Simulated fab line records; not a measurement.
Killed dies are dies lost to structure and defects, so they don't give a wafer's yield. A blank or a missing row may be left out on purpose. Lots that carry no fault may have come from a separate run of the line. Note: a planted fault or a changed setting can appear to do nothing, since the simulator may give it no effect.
Which tool did it?	flow n5_finfet	24 lots with 72 wafers sampled at 5 steps, on a route of 1938 steps

## WHAT THE GAUGES SHOWED, per wafer
N5_BEOL_M7_CD_MEAS_18: pitch 80 nm, target cd 40 nm. Usual: 40.3 nm for cd_nm, sd 0.63.
lot	measured	on	cd_nm (nm)	flag
L074	day 9 00:31	cd_sem-02	40.5 39.3 39.5	
L075	day 9 07:43	cd_sem-01	40.3 40.0 40.2	
L077	day 9 23:26	cd_sem-01	40.3 41.3 40.1	
L076	day 10 00:37	cd_sem-02	41.1 41.5 40.0	
L078	day 10 03:16	cd_sem-01	39.8 39.8 39.3	
L079	day 10 08:32	cd_sem-03	41.6 40.0 41.0	
L080	day 10 17:00	cd_sem-02	40.2 40.3 40.2	
L081	day 10 17:04	cd_sem-02	39.8 39.3 40.5	
L082	day 10 17:20	cd_sem-02	41.3 40.7 41.5	
L083	day 11 05:24	cd_sem-02	40.5 40.2 40.9	
L086	day 12 04:56	cd_sem-02	40.2 40.3 40.9	
L084	day 12 05:43	cd_sem-02	40.1 39.6 39.7	
L085	day 12 09:21	cd_sem-02	40.6 40.7 40.9	
L088	day 12 11:34	cd_sem-02	40.6 41.0 40.7	
L087	day 12 12:07	cd_sem-03	39.2 40.1 39.3	
L089	day 13 04:49	cd_sem-02	41.2 40.3 39.1	
L090	day 13 05:01	cd_sem-03	40.3 40.5 41.4	
L092	day 13 14:52	cd_sem-02	40.2 39.5 40.6	
L091	day 13 17:14	cd_sem-03	41.1 41.5 41.0	
L094	day 14 01:01	cd_sem-02	40.4 40.8 40.3	
L093	day 14 02:30	cd_sem-02	40.7 40.9 40.3	
L096	day 14 14:17	cd_sem-02	40.3 39.9 39.8	
L095	day 14 14:28	cd_sem-02	41.0 39.5 39.9	
L097	day 14 21:02	cd_sem-02	41.1 40.5 40.4	

N5_BEOL_M8_OVL_MEAS_12. Usual: M8_OVL gives 0.1 nm (standard deviation 0.86).
lot	measured	on	M8_OVL (nm)	flag
L074	day 9 05:50	overlay-01	-0.1 -0.4 -0.6	
L075	day 9 14:58	overlay-02	-0.7 -1.3 -0.6	
L077	day 10 11:04	overlay-01	1.2 1.0 1.4	
L076	day 10 10:24	overlay-02	0.9 0.5 0.1	
L078	day 10 10:54	overlay-01	-0.2 -0.4 0.2	
L079	day 10 16:35	overlay-01	0.7 0.1 0.3	
L080	day 11 00:55	overlay-01	-0.4 0.4 1.0	
L081	day 11 00:46	overlay-01	-0.3 0.2 0.4	
L082	day 11 01:17	overlay-02	1.3 1.7 1.2	
L083	day 11 14:01	overlay-01	1.2 -0.3 0.2	
L086	day 12 11:22	overlay-02	-0.7 0.2 0.6	
L084	day 12 16:25	overlay-01	0.3 0.6 0.1	
L085	day 12 18:20	overlay-02	-1.1 -0.8 -1.6	
L088	day 12 20:57	overlay-01	0.8 1.7 1.4	
L087	day 12 21:07	overlay-01	0.9 1.2 1.0	
L089	day 13 13:59	overlay-02	-1.4 0.8 0.5	
L090	day 13 14:33	overlay-02	0.2 -1.1 -0.4	
L092	day 13 21:02	overlay-01	0.7 0.0 -0.7	
L091	day 14 00:47	overlay-01	0.4 -1.0 -0.3	
L094	day 14 07:11	overlay-01	0.5 0.3 -0.6	
L093	day 14 09:15	overlay-01	-2.5 -1.1 -0.9	
L096	day 14 21:26	overlay-02	-0.7 -0.9 0.5	
L095	day 15 02:23	overlay-01	0.1 0.4 0.9	
L097	day 15 08:04	overlay-02	1.4 0.9 1.6	

## WHAT TOOL EACH LOT RAN ON (gives the tool, then ch and the chambers of the sampled wafers, and finally the start)
lot	N5_BEOL_M7_ETCH_66	N5_BEOL_M7_STRIP_36	N5_BEOL_M8_CURE_74
L074	rie_diel-03 ch 0,1,2, day 9 01:01	rie_diel-03 ch 0,1,2, day 9 01:10	uv_cure-03 ch 2, day 9 04:05
L075	rie_diel-03 ch 1,2, day 9 08:38	rie_diel-03 ch 1,2, day 9 08:47	uv_cure-03 ch 0, day 9 11:51
L077	rie_diel-03 ch 0,2, day 10 04:28	rie_diel-03 ch 0,2, day 10 04:37	uv_cure-03 ch 2, day 10 08:45
L076	rie_diel-03 ch 0,1,3, day 10 04:04	rie_diel-03 ch 0,1,3, day 10 04:13	uv_cure-01 ch 1, day 10 08:05
L078	rie_diel-04 ch 1,2,3, day 10 04:05	rie_diel-04 ch 1,2,3, day 10 04:14	uv_cure-01 ch 2, day 10 08:34
L079	rie_diel-03 ch 1,2,3, day 10 10:59	rie_diel-03 ch 1,2,3, day 10 11:08	uv_cure-02 ch 0, day 10 14:26
L080	rie_diel-04 ch 1,2, day 10 18:58	rie_diel-04 ch 1,2, day 10 19:07	uv_cure-01 ch 2, day 10 22:32
L081	rie_diel-02 ch 0,2, day 10 18:54	rie_diel-02 ch 0,2, day 10 19:03	uv_cure-02 ch 0, day 10 22:14
L082	rie_diel-03 ch 2,3, day 10 19:10	rie_diel-03 ch 2,3, day 10 19:19	uv_cure-03 ch 2, day 10 22:50
L083	rie_diel-02 ch 0,1, day 11 06:40	rie_diel-02 ch 0,1, day 11 06:50	uv_cure-02 ch 2, day 11 10:01
L086	rie_diel-03 ch 0,1,2, day 12 05:35	rie_diel-03 ch 0,1,2, day 12 05:44	uv_cure-02 ch 1, day 12 09:07
L084	rie_diel-03 ch 2,3, day 12 06:46	rie_diel-03 ch 2,3, day 12 06:55	uv_cure-01 ch 2, day 12 11:07
L085	rie_diel-03 ch 0,1,3, day 12 10:07	rie_diel-03 ch 0,1,3, day 12 10:17	uv_cure-01 ch 2, day 12 17:10
L088	rie_diel-04 ch 0,2, day 12 15:31	rie_diel-04 ch 0,2, day 12 15:40	uv_cure-02 ch 0, day 12 18:38
L087	rie_diel-02 ch 0,3, day 12 15:51	rie_diel-02 ch 0,3, day 12 16:01	uv_cure-01 ch 0, day 12 19:11
L089	rie_diel-04 ch 0,1,3, day 13 08:13	rie_diel-04 ch 0,1,3, day 13 08:22	uv_cure-02 ch 0, day 13 11:34
L090	rie_diel-02 ch 0,1,3, day 13 08:36	rie_diel-02 ch 0,1,3, day 13 08:45	uv_cure-03 ch 2, day 13 12:14
L092	rie_diel-02 ch 0,2,3, day 13 15:23	rie_diel-02 ch 0,2,3, day 13 15:32	uv_cure-01 ch 1, day 13 18:43
L091	rie_diel-03 ch 2,3, day 13 17:53	rie_diel-03 ch 2,3, day 13 18:02	uv_cure-03 ch 1, day 13 22:07
L094	rie_diel-04 ch 1,2, day 14 01:32	rie_diel-04 ch 1,2, day 14 01:41	uv_cure-02 ch 0, day 14 05:34
L093	rie_diel-04 ch 1,2,3, day 14 03:05	rie_diel-04 ch 1,2,3, day 14 03:14	uv_cure-03 ch 0, day 14 07:37
L096	rie_diel-03 ch 2,3, day 14 16:10	rie_diel-03 ch 2,3, day 14 16:19	uv_cure-03 ch 0, day 14 19:23
L095	rie_diel-03 ch 0,1,3, day 14 18:19	rie_diel-03 ch 0,1,3, day 14 18:28	uv_cure-01 ch 0, day 14 21:44
L097	rie_diel-04 ch 0,1,3, day 15 01:38	rie_diel-04 ch 0,1,3, day 15 01:47	uv_cure-02 ch 0, day 15 04:52
- N5_BEOL_M7_ETCH_66: etches SOC in N2/H2, target depth 80 nm, overetch 16 nm, time 120 s.
- N5_BEOL_M7_STRIP_36: strips in N2/H2.
- N5_BEOL_M8_CURE_74: cures SiCOH lowk, time 240 s.

## AS READ BY THE TOOLS THEMSELVES (means over the sampled wafers that have a number; for cases with no such wafer, the mark the record gives instead)
N5_BEOL_M7_ETCH_66. Usual: drypump_motor_current_A 5.8 A, standard deviation 0.5; oes_product_au 0.56 a.u., standard deviation 0.053; rf_vpp_V 523.6 V, standard deviation 2.6; showerhead_plenum_p_Torr 2.53 Torr, standard deviation 0.094; throttle_valve_pct 17.82 %, standard deviation 0.12.
lot	tool	drypump_motor_current_A (A)	oes_product_au (a.u.)	rf_vpp_V (V)	showerhead_plenum_p_Torr (Torr)	throttle_valve_pct (%)	flag
L074	rie_diel-03	5.9	0.54	522.1	2.48	17.86	
L075	rie_diel-03	5.7	0.55	523.0	2.53	17.82	
L077	rie_diel-03	5.5	0.54	522.2	2.48	17.86	
L076	rie_diel-03	5.9	0.54	521.7	2.44	17.90	
L078	rie_diel-04	5.8	0.55	525.0	2.60	17.78	
L079	rie_diel-03	5.7	0.55	523.0	2.49	17.86	
L080	rie_diel-04	5.9	0.55	525.5	2.60	17.88	
L081	rie_diel-02	5.5	0.59	526.4	2.62	17.71	
L082	rie_diel-03	5.3	0.55	521.9	2.44	17.88	
L083	rie_diel-02	5.8	0.58	523.2	2.51	17.74	
L086	rie_diel-03	5.9	0.60	524.4	2.58	17.75	
L084	rie_diel-03	5.3	0.54	522.3	2.48	17.87	
L085	rie_diel-03	5.9	0.60	523.9	2.54	17.78	
L088	rie_diel-04	6.0	0.54	520.8	2.43	17.97	
L087	rie_diel-02	6.1	0.66	526.3	2.61	17.64	
L089	rie_diel-04	6.1	0.53	524.4	2.54	17.91	
L090	rie_diel-02	6.0	0.61	524.7	2.56	17.70	
L092	rie_diel-02	5.9	0.61	525.2	2.59	17.70	
L091	rie_diel-03	5.3	0.54	522.0	2.47	17.90	
L094	rie_diel-04	5.8	0.54	525.6	2.59	17.92	
L093	rie_diel-04	5.8	0.54	525.3	2.58	17.83	
L096	rie_diel-03	5.3	0.54	521.3	2.43	17.94	
L095	rie_diel-03	5.9	0.58	523.5	2.53	17.79	
L097	rie_diel-04	6.1	0.60	525.8	2.64	17.79	

N5_BEOL_M7_STRIP_36. Usual: drypump_motor_current_A 5.8 A, standard deviation 0.5; oes_product_au 0.74 a.u., standard deviation 0.074; rf_vpp_V 59.1 V, standard deviation 1.4; showerhead_plenum_p_Torr 2.52 Torr, standard deviation 0.094; throttle_valve_pct 23.58 %, standard deviation 0.15.
lot	tool	drypump_motor_current_A (A)	oes_product_au (a.u.)	rf_vpp_V (V)	showerhead_plenum_p_Torr (Torr)	throttle_valve_pct (%)	flag
L074	rie_diel-03	5.9	0.70	58.6	2.48	23.63	
L075	rie_diel-03	5.7	0.72	60.0	2.53	23.65	
L077	rie_diel-03	5.5	0.71	58.8	2.48	23.73	
L076	rie_diel-03	5.9	0.70	59.9	2.43	23.62	
L078	rie_diel-04	5.8	0.72	59.8	2.59	23.50	
L079	rie_diel-03	5.7	0.71	58.8	2.48	23.64	
L080	rie_diel-04	5.8	0.72	58.6	2.59	23.66	
L081	rie_diel-02	5.5	0.76	59.5	2.61	23.47	
L082	rie_diel-03	5.3	0.71	59.6	2.44	23.69	
L083	rie_diel-02	5.8	0.75	58.7	2.50	23.53	
L086	rie_diel-03	5.9	0.79	59.9	2.58	23.53	
L084	rie_diel-03	5.3	0.70	59.4	2.48	23.73	
L085	rie_diel-03	5.9	0.78	59.5	2.54	23.51	
L088	rie_diel-04	6.0	0.71	58.0	2.43	23.64	
L087	rie_diel-02	6.1	0.87	59.5	2.61	23.47	
L089	rie_diel-04	6.1	0.70	58.4	2.54	23.60	
L090	rie_diel-02	6.0	0.80	57.7	2.55	23.52	
L092	rie_diel-02	6.0	0.79	59.4	2.58	23.46	
L091	rie_diel-03	5.3	0.69	57.5	2.47	23.76	
L094	rie_diel-04	5.8	0.70	60.2	2.59	23.69	
L093	rie_diel-04	5.9	0.70	60.9	2.58	23.53	
L096	rie_diel-03	5.3	0.70	58.0	2.43	23.74	
L095	rie_diel-03	5.9	0.77	59.0	2.53	23.54	
L097	rie_diel-04	6.1	0.78	60.3	2.64	23.52	

N5_BEOL_M8_CURE_74. Usual: lamp_power_pct 52.31 %, standard deviation 0.062; wafer_temp_C_max 387.2, standard deviation 0.69.
lot	tool	lamp_power_pct (%)	wafer_temp_C_max	flag
L074	uv_cure-03	52.44	387.4	
L075	uv_cure-03	52.24	387.4	
L077	uv_cure-03	52.30	388.6	
L076	uv_cure-01	52.32	388.2	
L078	uv_cure-01	52.39	387.0	
L079	uv_cure-02	52.25	387.3	
L080	uv_cure-01	52.29	387.2	
L081	uv_cure-02	52.38	386.8	
L082	uv_cure-03	52.31	388.4	
L083	uv_cure-02	52.29	387.0	
L086	uv_cure-02	52.33	386.8	
L084	uv_cure-01	52.27	387.2	
L085	uv_cure-01	52.34	387.1	
L088	uv_cure-02	52.32	386.5	
L087	uv_cure-01	52.29	386.4	
L089	uv_cure-02	52.35	387.0	
L090	uv_cure-03	52.30	388.0	
L092	uv_cure-01	52.25	387.2	
L091	uv_cure-03	52.28	386.5	
L094	uv_cure-02	52.34	386.8	
L093	uv_cure-03	52.32	387.1	
L096	uv_cure-03	52.28	387.1	
L095	uv_cure-01	52.31	386.4	
L097	uv_cure-02	52.33	386.7	

## THE ANSWER, worked out from the rows above alone
Rule: take the mean of a lot's wafers that have a number; if it is more than 3 standard deviations from the usual mean, the lot is off. Also off: a lot with no number at a reading for which 4 or more lots have one. Where the step has rows for the other lots, those lots are counted as sound. First the gauges in route order, then the tools' own readings, where a lot's mean is used as printed above. The first step at which some lot is off is used, and at that step the reading that is off furthest; a lot without a number counts as furthest.
No lot is off on any of the readings shown, so nothing can be concluded from this.

## WHAT HAD BEEN PUT IN BY THE SIMULATOR
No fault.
